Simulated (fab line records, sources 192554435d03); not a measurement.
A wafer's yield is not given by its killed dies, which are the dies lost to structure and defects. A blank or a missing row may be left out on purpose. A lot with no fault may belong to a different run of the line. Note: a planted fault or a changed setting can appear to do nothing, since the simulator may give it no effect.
A lot that was struck, set against a sound lot | flow n5 finfet | 37 out of 1938 route steps
Sound: wafers L377.4, L377.5, L377.6. Struck: wafers L386.1, L386.3, L386.6. The cause is named last.
Each step with rows lists, per side, the tool, then ch with its chambers, then its first start. Under that, the readings that differ: sound wafers | struck wafers | difference of the means | sigmas: that difference in standard deviations of wafers without a fault.
alike: readings with means less than 2 such deviations apart, plus words and numbers identical on both sides. not compared: withheld readings, readings lacking a value on some wafer, bounds such as >300 that could conceal the same value, and numbers that have no deviation in the record and whose values overlap.
A row with sigmas, a row that says differs or no value, or rows on one side alone: a step with any of these is where the two part. Non-overlapping numbers with no deviation appear without sigmas and do not part them. A reading that every wafer of one side lacks parts them only if that side has two wafers or more.

first, 9 steps without rows for these wafers: N5_BEOL_M4_ANNEAL_95 (time 240 s); N5_BEOL_M4_SPUTTER_96 (material Cu, target thk 4.5 nm, time 8.29 s); N5_BEOL_M4_ECD_50 (material Cu, target thk 300 nm); N5_BEOL_M4_ANNEAL_51 (time 90 s); N5_BEOL_M4_CMP_52 (polishes, stops on SiOC, t overpolish 6.8 s, target thk 40 nm); N5_BEOL_M4_PRE_CLEAN_60 (time 15 s); N5_BEOL_M4_CO_CAP_55 (material Co, precursor CCTBA/H2, target thk 2 nm, time 102.1 s); N5_BEOL_M4_PRE_CLEAN_56 (time 15 s); N5_BEOL_M4_DEP_57 (deposits SiCN from 3MS/NH3, target thk 8 nm, time 14 s).
N5_BEOL_M4_RC_MEAS_101:
  sound on prober-01 ch 0, day 9 00:50; struck on prober-01 ch 0, day 11 03:21
  alike: DIBL_N, DIBL_P, IOFF_N, IOFF_P, ION_N, ION_P, SS_N, SS_P, VT_N, VT_P
then, 24 steps without rows for these wafers: N5_BEOL_M5_ILD_DEP_00 (deposits SiCOH lowk from DEMS/porogen, target thk 140.64 nm, time 25.9 s); N5_BEOL_M5_CURE_79 (cures SiCOH lowk, time 240 s); N5_BEOL_M5_PECVD_70 (deposits SiO2 from TEOS/O2, target thk 16 nm, time 18 s); N5_BEOL_M5_HM_DEP_02 (deposits TiN, target thk 20 nm); N5_BEOL_M5_COAT_59 (time 60 s, resist thk 60 nm); N5_BEOL_M5_COAT_60 (time 60 s, resist thk 12 nm); N5_BEOL_M5_COAT_71 (time 60 s, resist thk 5 nm); N5_BEOL_M5_COAT_05 (resist thk 30 nm); N5_BEOL_M5_EBR_07; N5_BEOL_M5_SOFTBAKE_06 (time 60 s); N5_BEOL_M5_EXPOSE_08 (exposes mask M5, target cd 28 nm); N5_BEOL_M5_PEB_09 (peb time 60 s); N5_BEOL_M5_DEVELOP_10 (develop time 30 s); N5_BEOL_M5_DESCUM_16 (chemistry O2, time 7 s); N5_BEOL_M5_ETCH_72 (etches underlayer in N2/H2, target depth 6.5 nm, time 5.2 s); N5_BEOL_M5_ETCH_61 (etches SiARC in CF4, target depth 15.6 nm, time 26 s); N5_BEOL_M5_ETCH_62 (etches SOC in N2/H2, target depth 75 nm, overetch 15 nm, time 112.5 s); N5_BEOL_M5_STRIP_63 (strips in N2/H2); N5_BEOL_M5_STRIP_73 (strips in N2/H2); N5_BEOL_M5_STRIP_64 (strips in CF4); N5_BEOL_M5_HM_OPEN_17 (chemistry Cl2/BCl3, target TiN, target depth 20 nm, overetch 6 nm); N5_BEOL_M5_STRIP_19 (strips in O2); N5_BEOL_M5_COAT_65 (time 60 s, resist thk 60 nm); N5_BEOL_M5_COAT_66 (time 60 s, resist thk 12 nm).
-- a jump in the record: the struck wafers' starts before and after are 5 days apart (it breaks off in module BEOL_M5 and resumes in module MIM_BOT_ETCH, where the first step shown is number 1866 of the route) --
N5_MIM_BOT_ETCH_ETCH_04: etches SiNx in CF4/O2, target depth 26 nm, time 13 s.
  sound on rie diel-04 ch 0,3, day 12 18:22; struck on rie diel-04 ch 2,3, day 16 12:59
  no value came back on the struck wafers for any of 8 readings (O2_flow_sccm (sccm), bias w (W) and others); on the sound wafers O2_flow_sccm (sccm) reads 10.001 9.975 10.000
  not compared: rf hours counter h, model.coat_of_MIM_BOT_LITHO_COAT_02.thk nm
N5_MIM_BOT_ETCH_ETCH_00: etches TiN in Cl2/BCl3, target depth 45.5 nm.
  sound on rie metal-02 ch 0,1, day 12 18:35; struck on rie metal-01 ch 0,1, day 16 13:10
  alike: bcl3 flow sccm, bias w, chamber pressure mTorr, drypump motor current A, oes product au, throttle valve pct
  not compared: rf hours counter h, model.coat_of_MIM_BOT_LITHO_COAT_02.thk nm
N5_PASSIVATION_PROBE_49:
  struck on prober-01, day 16 21:13; sound on prober-01, day 13 02:32
  reading                  | sound          | struck         | difference | sigmas
  defect limited yield (%) | 91.4 88.1 90.1 | 0 0 0          | -90        | -60
  killed at front end      | 42 61 62       | 40 26 18       | -27        | -2
  killed at other          | 3 5 1          | 1081 1079 1102 | +1084      | +99 or more
  killed dies              | 101 140 117    | 1180 1180 1180 | +1061      | +59
  killed on rim            | 13 14 17       | 152 152 152    | +137       | +36
  sort_bin_5_function (%)  | 5.2 6.7 6.2    | 96.4 96.2 97.2 | +90.6      | +98
  sort n pass              | 1079 1040 1063 | 0 0 0          | -1061      | -59
  sort yield pct (%)       | 91.4 88.1 90.1 | 0 0 0          | -90        | -60
  alike: killed_at_M0_to_M3, killed_at_M4_up, killed at contacts, killed open, killed short, sort_bin_6_memory

## WHERE THEY PART
Earliest at N5_MIM_BOT_ETCH_ETCH_04; latest, in this record, at N5_PASSIVATION_PROBE_49.

WHY: what the simulator had put in
At N5_MIM_BOT_ETCH_ETCH_04, the step was skipped entirely on rie diel-04 from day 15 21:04 on. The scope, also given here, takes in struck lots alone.
